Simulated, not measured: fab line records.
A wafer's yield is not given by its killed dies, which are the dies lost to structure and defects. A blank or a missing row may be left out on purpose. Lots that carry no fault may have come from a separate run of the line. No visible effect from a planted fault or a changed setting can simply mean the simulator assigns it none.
fab line records | flow nand_harc
record lots=15 | wafers=45 | last_day=24
route steps=1159 shown P_GATE@175
lots that met no fault: from a run of the same line without faults
start_h: hours from the record's first day to the start of the lot's first wafer shown | wait_h: hours elapsed since this lot's preceding step | " identical to the entry in the row above | L1.1+2: a row that stands for several wafers | - no value present, or no start provided | * or withheld: withheld | < > ~ a bound
route shown NAME@n: names a module that has steps shown in the file, with the first one's number in the route | usual: average and standard deviation across the fault-free wafers | same: alike in all rows | chamber/n: place in a boat | sites: per-site readings | _std_site: their standard deviation | _edge_site: the outer-site mean with the inner-site mean subtracted | radius_mm: how far each site lies from the wafer's centre | mask NAME#n: copy n | behind: tool/chamber where the wafer was last shaped | hold: why the lot was held/for how many hours/how that ended | device: the n, p or np transistor that did not switch | end of line: the same wafers' tests at the end of the route | a step with no rows: only its recipe | killed: count of dies lost to structure and defects at first sort (not the wafer's yield) | map: the dies of a wafer, with x for killed, . for not killed, _ for no die there
set.NAME: setting as actually run; set.NAME@STEP: the setting as run at that earlier step | model.NAME: the simulator's own value behind a step, which no gauge read
the route's steps for a sample of lots (tables are steps, rows are wafers)
services: when a tool's chamber went out of use (start_h, in hours from the record's first day, below 0 if earlier), for how many hours, and the reason
## steps
# step NHARC_P_GATE_STRIP_75
# recipe power_w=1500 | temp_c=250 | chemistry=O2
# usual drypump_motor_current_A=5.7/0.3 | heater_power_w=330/27
lot.wafer | tool            | chamber | start_h | wait_h | drypump_motor_current_A | heater_power_w | rf_hours_counter_h
L123.2    | plasma_asher-02 | 0       | 101.64  | 0.2    | 5.3                     | 366            | 27
L123.4    | "               | 0       | "       | "      | 5.3                     | 371            | -
L123.5    | "               | 1       | "       | "      | 6.1                     | 312            | -
L125.1    | plasma_asher-01 | 0       | 114.50  | 0.2    | 5.5                     | 294            | 2
L125.4    | "               | 0       | "       | "      | 5.5                     | 298            | -
L125.6    | "               | 1       | "       | "      | 5.7                     | 347            | -
L126.1    | plasma_asher-01 | 0       | 125.52  | 0.2    | 5.5                     | 288            | 6
L126.3    | "               | 1       | "       | "      | 5.7                     | 359            | -
L126.5    | "               | 1       | "       | "      | 5.7                     | 360            | -
L127.4    | plasma_asher-01 | 1       | 135.92  | 0.2    | 5.7                     | 358            | -
L127.6    | "               | 1       | "       | "      | 5.8                     | 353            | -
L127.5    | "               | 0       | "       | "      | 5.5                     | 293            | -
L128.4    | plasma_asher-02 | 1       | 141.63  | 0.2    | 6.1                     | 302            | -
L128.3    | "               | 0       | "       | "      | 5.3                     | 367            | -
L128.5    | "               | 0       | "       | "      | 5.3                     | 360            | -
L131.2    | plasma_asher-01 | 1       | 146.57  | 0.2    | 5.7                     | 355            | 13
L131.1    | "               | 0       | "       | "      | 5.5                     | 306            | 13
L131.3    | "               | 0       | "       | "      | 5.5                     | 299            | -
L130.2    | plasma_asher-02 | 0       | 147.13  | 0.2    | 5.3                     | 357            | 45
L130.3    | "               | 1       | "       | "      | 6.1                     | 312            | -
L130.5    | "               | 0       | "       | "      | 5.3                     | 366            | -
L129.2    | plasma_asher-02 | 0       | 148.01  | 0.2    | 5.3                     | 367            | 46
L129.3    | "               | 0       | "       | "      | 5.3                     | 369            | -
L129.5    | "               | 1       | "       | "      | 6.1                     | 312            | -
L133.2    | plasma_asher-01 | 1       | 165.95  | 0.3    | 5.8                     | 351            | 18
L133.1    | "               | 0       | "       | "      | 5.5                     | 292            | 18
L133.6    | "               | 1       | "       | "      | 5.7                     | 360            | -
L132.2    | plasma_asher-02 | 1       | 166.50  | 0.3    | 6.1                     | 315            | 50
L132.1    | "               | 0       | "       | "      | 5.3                     | 368            | 50
L132.3    | "               | 1       | "       | "      | 6.1                     | 312            | -
L138.2    | plasma_asher-01 | 0       | 197.30  | 0.2    | 5.5                     | 305            | 34
L138.3    | "               | 1       | "       | "      | 5.7                     | 361            | -
L138.4    | "               | 0       | "       | "      | 5.5                     | 300            | -
L139.1    | plasma_asher-02 | 0       | 203.87  | 0.3    | 5.3                     | 338            | 4
L139.2    | "               | 1       | "       | "      | 6.1                     | 316            | 4
L139.6    | "               | 0       | "       | "      | 5.3                     | 341            | -
L140.1    | plasma_asher-02 | 0       | 204.61  | 0.2    | 5.3                     | 344            | 4
L140.3    | "               | 0       | "       | "      | 5.3                     | 338            | -
L140.5    | "               | 1       | "       | "      | 6.1                     | 316            | -
L141.3    | plasma_asher-01 | 1       | 212.22  | 0.1    | 5.7                     | 346            | -
L141.5    | "               | 0       | "       | "      | 5.5                     | 296            | -
L141.6    | "               | 1       | "       | "      | 5.7                     | 363            | -
L144.1    | plasma_asher-02 | 0       | 232.63  | 0.2    | 5.3                     | 337            | 14
L144.3    | "               | 1       | "       | "      | 6.1                     | 318            | -
L144.4    | "               | 0       | "       | "      | 5.3                     | 344            | -
# step NHARC_P_GATE_CD_MEAS_59
# recipe target_cd_nm=720 | landing_energy_ev=500
# usual cd_nm=721.0/2.4
lot.wafer | tool      | chamber | start_h | wait_h | cd_nm
L123.2    | cd_sem-03 | 0       | 102.57  | -      | 722.6
L123.4    | "         | 0       | "       | "      | 723.3
L123.5    | "         | 0       | "       | "      | 726.8
L125.1    | cd_sem-01 | 0       | 115.41  | -      | 719.0
L125.4    | "         | 0       | "       | "      | 723.4
L125.6    | "         | 0       | "       | "      | 718.7
L126.1    | cd_sem-01 | 0       | 126.31  | -      | 723.4
L126.3    | "         | 0       | "       | "      | 723.8
L126.5    | "         | 0       | "       | "      | 722.1
L127.4    | cd_sem-01 | 0       | 136.88  | -      | 717.6
L127.5    | "         | 0       | "       | "      | 720.8
L127.6    | "         | 0       | "       | "      | 720.4
L128.3    | cd_sem-02 | 0       | 142.56  | -      | 723.0
L128.4    | "         | 0       | "       | "      | 723.5
L128.5    | "         | 0       | "       | "      | 724.6
L131.1    | cd_sem-01 | 0       | 147.55  | -      | 721.4
L131.2    | "         | 0       | "       | "      | 720.3
L131.3    | "         | 0       | "       | "      | 722.4
L130.2    | cd_sem-01 | 0       | 148.05  | -      | 722.0
L130.3    | "         | 0       | "       | "      | 723.1
L130.5    | "         | 0       | "       | "      | 723.7
L129.2    | cd_sem-03 | 0       | 148.93  | -      | 721.0
L129.3    | "         | 0       | "       | "      | 720.2
L129.5    | "         | 0       | "       | "      | 717.9
L133.1    | cd_sem-03 | 0       | 166.76  | -      | 721.4
L133.2    | "         | 0       | "       | "      | 719.1
L133.6    | "         | 0       | "       | "      | 719.1
L132.1    | cd_sem-02 | 0       | 167.30  | -      | 719.4
L132.2    | "         | 0       | "       | "      | 719.4
L132.3    | "         | 0       | "       | "      | 721.3
L138.2    | cd_sem-01 | 0       | 198.09  | -      | 720.3
L138.3    | "         | 0       | "       | "      | 719.2
L138.4    | "         | 0       | "       | "      | 725.0
L139.1    | cd_sem-03 | 0       | 204.80  | -      | 720.9
L139.2    | "         | 0       | "       | "      | 717.2
L139.6    | "         | 0       | "       | "      | 720.5
L140.1    | cd_sem-02 | 0       | 205.39  | -      | 718.5
L140.3    | "         | 0       | "       | "      | 721.4
L140.5    | "         | 0       | "       | "      | 718.6
L141.3    | cd_sem-02 | 0       | 213.02  | -      | 721.7
L141.5    | "         | 0       | "       | "      | 723.7
L141.6    | "         | 0       | "       | "      | 721.2
L144.1    | cd_sem-02 | 0       | 233.42  | -      | 718.2
L144.3    | "         | 0       | "       | "      | 714.8
L144.4    | "         | 0       | "       | "      | 718.0
# step NHARC_P_GATE_STRIP_76
# recipe power_w=1500 | temp_c=250 | chemistry=O2
# usual drypump_motor_current_A=5.7/0.34 | heater_power_w=331/26
lot.wafer | tool            | chamber | start_h | wait_h | drypump_motor_current_A | heater_power_w | rf_hours_counter_h
L123.2    | plasma_asher-02 | 0       | 103.59  | 0.2    | 5.3                     | 367            | 28
L123.4    | "               | 0       | "       | "      | 5.3                     | 364            | -
L123.5    | "               | 0       | "       | "      | 5.3                     | 371            | -
L125.1    | plasma_asher-02 | 1       | 116.44  | 0.2    | 6.1                     | 309            | 34
L125.4    | "               | 0       | "       | "      | 5.3                     | 369            | -
L125.6    | "               | 1       | "       | "      | 6.1                     | 313            | -
L126.1    | plasma_asher-02 | 1       | 127.11  | 0.2    | 6.1                     | 314            | 37
L126.3    | "               | 0       | "       | "      | 5.3                     | 366            | -
L126.5    | "               | 0       | "       | "      | 5.3                     | 370            | -
L127.4    | plasma_asher-01 | 0       | 137.73  | 0.1    | 5.5                     | 301            | -
L127.6    | "               | 1       | "       | "      | 5.7                     | 358            | -
L127.5    | "               | 0       | "       | "      | 5.5                     | 298            | -
L128.4    | plasma_asher-02 | 0       | 143.39  | 0.2    | 5.3                     | 373            | -
L128.3    | "               | 1       | "       | "      | 6.1                     | 312            | -
L128.5    | "               | 0       | "       | "      | 5.3                     | 359            | -
L131.1    | plasma_asher-01 | 1       | 148.34  | 0.2    | 5.8                     | 361            | 14
L131.2    | "               | 0       | "       | "      | 5.5                     | 302            | 14
L131.3    | "               | 0       | "       | "      | 5.5                     | 293            | -
L130.2    | plasma_asher-02 | 1       | 148.84  | 0.2    | 6.1                     | 315            | 46
L130.3    | "               | 1       | "       | "      | 6.1                     | 317            | -
L130.5    | "               | 1       | "       | "      | 6.1                     | 310            | -
L129.2    | plasma_asher-02 | 0       | 149.74  | 0.2    | 5.3                     | 365            | 47
L129.3    | "               | 1       | "       | "      | 6.1                     | 321            | -
L129.5    | "               | 1       | "       | "      | 6.1                     | 307            | -
L133.2    | plasma_asher-01 | 1       | 167.55  | 0.2    | 5.8                     | 356            | 19
L133.1    | "               | 0       | "       | "      | 5.5                     | 298            | 19
L133.6    | "               | 1       | "       | "      | 5.7                     | 359            | -
L132.2    | plasma_asher-02 | 1       | 168.19  | 0.2    | 6.1                     | 306            | 51
L132.1    | "               | 0       | "       | "      | 5.3                     | 360            | 51
L132.3    | "               | 1       | "       | "      | 6.1                     | 310            | -
L138.2    | plasma_asher-01 | 0       | 198.88  | 0.2    | 5.5                     | 295            | 34
L138.4    | "               | 0       | "       | "      | 5.5                     | 290            | -
L138.3    | "               | 1       | "       | "      | 5.7                     | 355            | -
L139.1    | plasma_asher-01 | 1       | 205.77  | 0.2    | 5.7                     | 355            | 36
L139.2    | "               | 0       | "       | "      | 5.5                     | 299            | 36
L139.6    | "               | 1       | "       | "      | 5.7                     | 351            | -
L140.1    | plasma_asher-02 | 0       | 206.63  | 0.2    | 5.3                     | 340            | 5
L140.3    | "               | 1       | "       | "      | 6.1                     | 316            | -
L140.5    | "               | 1       | "       | "      | 6.1                     | 317            | -
L141.3    | plasma_asher-02 | 1       | 213.89  | 0.1    | 6.1                     | 315            | -
L141.6    | "               | 0       | "       | "      | 5.3                     | 336            | -
L141.5    | "               | 1       | "       | "      | 6.1                     | 319            | -
L144.1    | plasma_asher-02 | 0       | 234.21  | 0.2    | 5.3                     | 350            | 15
L144.3    | "               | 0       | "       | "      | 5.3                     | 347            | -
L144.4    | "               | 1       | "       | "      | 6.1                     | 301            | -
# step NHARC_P_GATE_DEVELOP_90
# recipe time_s=70
# usual chill_plate_temp_C=23.01/0.12 | exhaust_pa=44.8/0.84
lot.wafer | tool           | chamber | start_h | wait_h | chill_plate_temp_C | exhaust_pa
L123.2    | litho_track-05 | 0       | 104     | -      | 23.17              | 44.1
L123.4    | "              | 0       | "       | "      | 22.96              | 46.0
L123.5    | "              | 0       | "       | "      | 22.87              | 45.8
L125.1    | litho_track-02 | 0       | 117     | -      | 22.93              | 43.7
L125.4    | "              | 0       | "       | "      | 22.82              | 45.3
L125.6    | "              | 0       | "       | "      | 22.93              | 45.7
L126.1    | litho_track-07 | 0       | 127     | -      | 22.99              | 44.5
L126.3    | "              | 0       | "       | "      | 22.98              | 44.2
L126.5    | "              | 0       | "       | "      | 22.83              | 44.8
L127.4    | litho_track-05 | 0       | 138     | -      | 23.17              | 42.8
L127.5    | "              | 0       | "       | "      | 23.07              | 43.5
L127.6    | "              | 0       | "       | "      | 23.02              | 43.8
L128.3    | litho_track-02 | 0       | 144     | -      | 23.02              | 44.6
L128.4    | "              | 0       | "       | "      | 22.98              | 44.7
L128.5    | "              | 0       | "       | "      | 23.02              | 44.1
L131.1    | litho_track-07 | 0       | 149     | -      | 23.08              | 46.7
L131.2    | "              | 0       | "       | "      | 23.01              | 46.1
L131.3    | "              | 0       | "       | "      | 22.98              | 45.4
L130.2    | litho_track-07 | 0       | 149     | -      | 23.02              | 46.1
L130.3    | "              | 0       | "       | "      | 23.11              | 45.9
L130.5    | "              | 0       | "       | "      | 23.14              | 45.9
L129.2    | litho_track-05 | 0       | 150     | -      | 23.06              | 43.5
L129.3    | "              | 0       | "       | "      | 22.99              | 44.1
L129.5    | "              | 0       | "       | "      | 23.25              | 44.1
L133.1    | litho_track-05 | 0       | 168     | -      | 22.82              | 43.6
L133.2    | "              | 0       | "       | "      | 23.15              | 44.1
L133.6    | "              | 0       | "       | "      | 22.80              | 44.9
L132.1    | litho_track-07 | 0       | 169     | -      | 23.04              | 45.3
L132.2    | "              | 0       | "       | "      | 22.99              | 43.8
L132.3    | "              | 0       | "       | "      | 22.85              | 42.7
L138.2    | litho_track-02 | 0       | 199     | -      | 22.91              | 45.5
L138.3    | "              | 0       | "       | "      | 23.18              | 44.5
L138.4    | "              | 0       | "       | "      | 23.12              | 46.1
L139.1    | litho_track-02 | -       | 206     | -      | -                  | -
L139.2    | "              | -       | "       | "      | -                  | -
L139.6    | "              | -       | "       | "      | -                  | -
L140.1    | litho_track-02 | -       | 207     | -      | -                  | -
L140.3    | "              | -       | "       | "      | -                  | -
L140.5    | "              | -       | "       | "      | -                  | -
L141.3    | litho_track-02 | -       | 214     | -      | -                  | -
L141.5    | "              | -       | "       | "      | -                  | -
L141.6    | "              | -       | "       | "      | -                  | -
L144.1    | litho_track-05 | 0       | 235     | -      | 23.06              | 44.8
L144.3    | "              | 0       | "       | "      | 22.87              | 44.9
L144.4    | "              | 0       | "       | "      | 22.94              | 45.0
## services
tool            | chamber | start_h | hours | kind
plasma_asher-02 | -       | 81.57   | 1.3   | repair
plasma_asher-01 | -       | 99.00   | 9.0   | pm
plasma_asher-01 | 0       | 99.00   | 9.0   | vent_cycle
plasma_asher-01 | 1       | 99.00   | 9.0   | vent_cycle
plasma_asher-01 | 0       | 108.00  | -     | clean
plasma_asher-01 | 1       | 108.00  | -     | clean
plasma_asher-02 | -       | 110.17  | 1.5   | repair
plasma_asher-02 | -       | 114.12  | 1.7   | repair
litho_track-02  | -       | 130.40  | -     | consumable_replace:filter
litho_track-02  | -       | 165.00  | 7.0   | pm
plasma_asher-02 | -       | 183.00  | 9.0   | pm
plasma_asher-02 | 0       | 183.00  | 9.0   | vent_cycle
plasma_asher-02 | 1       | 183.00  | 9.0   | vent_cycle
litho_track-07  | -       | 189.00  | 7.0   | pm
plasma_asher-02 | 0       | 192.00  | -     | clean
plasma_asher-02 | 1       | 192.00  | -     | clean
## key
first_sign step=NHARC_P_GATE_DEVELOP_90 | reading=tool_record | direction=missing
effect none on later readings
met_at NHARC_P_GATE_DEVELOP_90
struck_lots L139,L140,L141
later_rows_left_out L139.1,L139.2,L139.6,L140.1,L140.3,L140.5,L141.3,L141.5,L141.6
sort_left_out L139.1,L139.2,L139.6,L140.1,L140.3,L140.5,L141.3,L141.5,L141.6
tester_left_out L139,L140,L141
not_acting_at NHARC_P_GATE_STRIP_75,NHARC_P_GATE_CD_MEAS_59,NHARC_P_GATE_STRIP_76
onset_between 199 206
fault kind=skipped_step_whole | tool=litho_track-02 | chamber=- | onset_h=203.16 | steps=NHARC_P_GATE_DEVELOP_90 | scope=struck_lots_only
# tester_left_out: of these lots the tester's yield and bins aren't shown, on N5 and GAA mostly nor the transistor test; their killed dies are dies lost to structure and defects alone, not to doping, threshold or leakage, so they don't give the yield
# sort_left_out: the simulated sort isn't trusted on such a fault, so these wafers' sort isn't shown, and their yield isn't known
# later_rows_left_out: the simulator's readings of these wafers behind a module that went badly wrong aren't trusted and aren't shown, but for the sort
